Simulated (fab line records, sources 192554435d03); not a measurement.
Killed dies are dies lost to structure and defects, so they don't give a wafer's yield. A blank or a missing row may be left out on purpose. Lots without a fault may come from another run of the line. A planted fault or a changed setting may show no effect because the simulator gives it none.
Split-lot experiment | flow n5_finfet | 7 lots, 39 wafers read, on a route of 1938 steps

THE SPLIT
At N5_PASSIVATION_AL_DEP_21 (deposits Al, target thk 2800 nm, time 170 s), the setting time_s was moved away from the recipe's 170 s on 12 of the 39 wafers read, by -25.6% to +33.4%. The other wafers ran this setting at the recipe's value.

The reading is taken at the split's own step.

THE READING
Al_of_PASSIVATION_AL_DEP_21.thk_nm (the simulator's own value, which no gauge read), in nm, at N5_PASSIVATION_AL_DEP_21 (deposits Al, target thk 2800 nm, time 170 s). The file gives no usual value for it. The 27 wafers here that ran the recipe average 2781 nm, standard deviation 27 nm.

wafer  | tool, chamber at the split | time_s as run, s | against the recipe | Al_of_PASSIVATION_AL_DEP_21.thk_nm, nm | against lot-mates on the recipe
L074.1 | pvd_sputter-03, -          | 170              | recipe             | 2762                                   | -
L074.2 | pvd_sputter-03, -          | 170              | recipe             | 2795                                   | -
L074.3 | pvd_sputter-03, -          | 170              | recipe             | 2809                                   | -
L074.4 | pvd_sputter-03, -          | 170              | recipe             | 2751                                   | -
L074.5 | pvd_sputter-03, -          | 170              | recipe             | 2787                                   | -
L074.6 | pvd_sputter-03, -          | 170              | recipe             | 2744                                   | -
L075.1 | pvd_sputter-01, -          | 221.1            | +30.1%             | 3663                                   | +883
L075.2 | pvd_sputter-01, -          | 170              | recipe             | 2797                                   | -
L075.3 | pvd_sputter-01, -          | 170              | recipe             | 2769                                   | -
L075.4 | pvd_sputter-01, -          | 221.1            | +30.1%             | 3564                                   | +784
L075.5 | pvd_sputter-01, -          | 170              | recipe             | 2774                                   | -
L075.6 | pvd_sputter-01, -          | 221.1            | +30.1%             | 3575                                   | +795
L082.1 | pvd_sputter-02, -          | 170              | recipe             | 2770                                   | -
L082.4 | pvd_sputter-02, -          | 170              | recipe             | 2753                                   | -
L082.6 | pvd_sputter-02, -          | 170              | recipe             | 2776                                   | -
L085.1 | pvd_sputter-02, -          | 170              | recipe             | 2800                                   | -
L085.2 | pvd_sputter-02, -          | 170              | recipe             | 2745                                   | -
L085.3 | pvd_sputter-02, -          | 226.8            | +33.4%             | 3694                                   | +927
L085.4 | pvd_sputter-02, -          | 226.8            | +33.4%             | 3748                                   | +981
L085.5 | pvd_sputter-02, -          | 226.8            | +33.4%             | 3765                                   | +998
L085.6 | pvd_sputter-02, -          | 170              | recipe             | 2755                                   | -
L088.1 | pvd_sputter-02, -          | 170              | recipe             | 2828                                   | -
L088.2 | pvd_sputter-02, -          | 143.7            | -15.5%             | 2325                                   | -480
L088.3 | pvd_sputter-02, -          | 170              | recipe             | 2789                                   | -
L088.4 | pvd_sputter-02, -          | 170              | recipe             | 2797                                   | -
L088.5 | pvd_sputter-02, -          | 143.7            | -15.5%             | 2331                                   | -474
L088.6 | pvd_sputter-02, -          | 143.7            | -15.5%             | 2373                                   | -432
L089.1 | pvd_sputter-01, -          | 170              | recipe             | 2823                                   | -
L089.2 | pvd_sputter-01, -          | 170              | recipe             | 2835                                   | -
L089.3 | pvd_sputter-01, -          | 170              | recipe             | 2795                                   | -
L089.4 | pvd_sputter-01, -          | 170              | recipe             | 2778                                   | -
L089.5 | pvd_sputter-01, -          | 170              | recipe             | 2744                                   | -
L089.6 | pvd_sputter-01, -          | 170              | recipe             | 2811                                   | -
L094.1 | pvd_sputter-01, -          | 126.5            | -25.6%             | 2112                                   | -657
L094.2 | pvd_sputter-01, -          | 170              | recipe             | 2796                                   | -
L094.3 | pvd_sputter-01, -          | 170              | recipe             | 2741                                   | -
L094.4 | pvd_sputter-01, -          | 126.5            | -25.6%             | 2079                                   | -690
L094.5 | pvd_sputter-01, -          | 126.5            | -25.6%             | 2023                                   | -746
L094.6 | pvd_sputter-01, -          | 170              | recipe             | 2771                                   | -

THE FIT
A straight line over all 39 wafers: Al_of_PASSIVATION_AL_DEP_21.thk_nm changes by +28 nm for each +1% of time_s; r = +1.00; the points scatter about the line by 31 nm.
The same after taking each lot's own level away (the mean of its wafers on the recipe; 39 wafers): +28.2 nm for each +1%; r = +1.00; scatter 31 nm.
On that fit, the largest move of time_s shifts the reading by 9.4e+02 nm.
The lots' own levels span 2766.3 to 2804.7 nm, that is 1.4 times the standard deviation above.
So the lot-to-lot level changes the slope little: the two slopes agree.
Check: with one of the wafers moved furthest among these (+33.4%) left out of the fit, the line predicts +943 nm for it against its lot-mates. It came out at +927 nm against them.

OTHER SPLITS ON THESE WAFERS
These wafers also went through other splits before the reading. Each is held against what the fit with the lots' levels taken away leaves over:
other split on the same wafers | wafers away from the commonest value | r with Al_of_PASSIVATION_AL_DEP_21.thk_nm (lot level and that fit taken away)
N5_BEOL_M9_ETCH_66 time_s      | 12                                   | -0.16
N5_BEOL_M14_ETCH_68 time_s     | 15                                   | -0.23

THE FILE'S OWN FIT
Al_of_PASSIVATION_AL_DEP_21.thk_nm changes by +28.2 nm for each +1% of time_s, r = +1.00.
